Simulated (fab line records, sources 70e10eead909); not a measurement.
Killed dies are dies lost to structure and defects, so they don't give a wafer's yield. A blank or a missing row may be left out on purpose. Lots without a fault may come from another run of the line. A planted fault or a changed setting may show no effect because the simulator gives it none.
Chamber matching | flow nand_harc | NHARC_A_CONTACT_ETCH_88 on rie_diel-09: 3 sister chambers
The step etches the open film in CF4, target depth 39 nm, time 65 s. 3 wafers are shown with their chamber, then 6 later ones without.

WAFERS WITH THEIR CHAMBER
wafer  | chamber | drypump_motor_current_A (A)
L085.6 | 2       | 6.0
L091.1 | 3       | 6.1
L091.4 | 1       | 5.4

WAFERS WITHOUT THEIR CHAMBER
wafer  | drypump_motor_current_A (A)
L091.5 | 6.0
L095.2 | 5.5
L095.4 | 6.1
L097.3 | 6.1
L097.5 | 6.0
L097.6 | 5.4

WHICH CHAMBER EACH WENT THROUGH
wafer  | from the rows above | in truth
L091.5 | 2                   | 2
L095.2 | 1                   | 1
L095.4 | 3                   | 3
L097.3 | 3                   | 3
L097.5 | 2                   | 2
L097.6 | 1                   | 1
Placed correctly: 6 of 6. Can't be placed from these rows: 0. Placed wrongly: 0.
How it was worked out, from the rows above alone: a wafer's distance from a chamber is the root of the sum, over the readings, of the square of ((its reading less the chamber's mean) divided by the reading's scatter). The wafer belongs to the nearest chamber; if the next one is less than 2 further off, it can't be placed. A chamber's mean is the mean of its shown wafers. The scatter: with one shown wafer a chamber, the root of the mean of the squares of how far each hidden wafer lies from its nearest shown one.
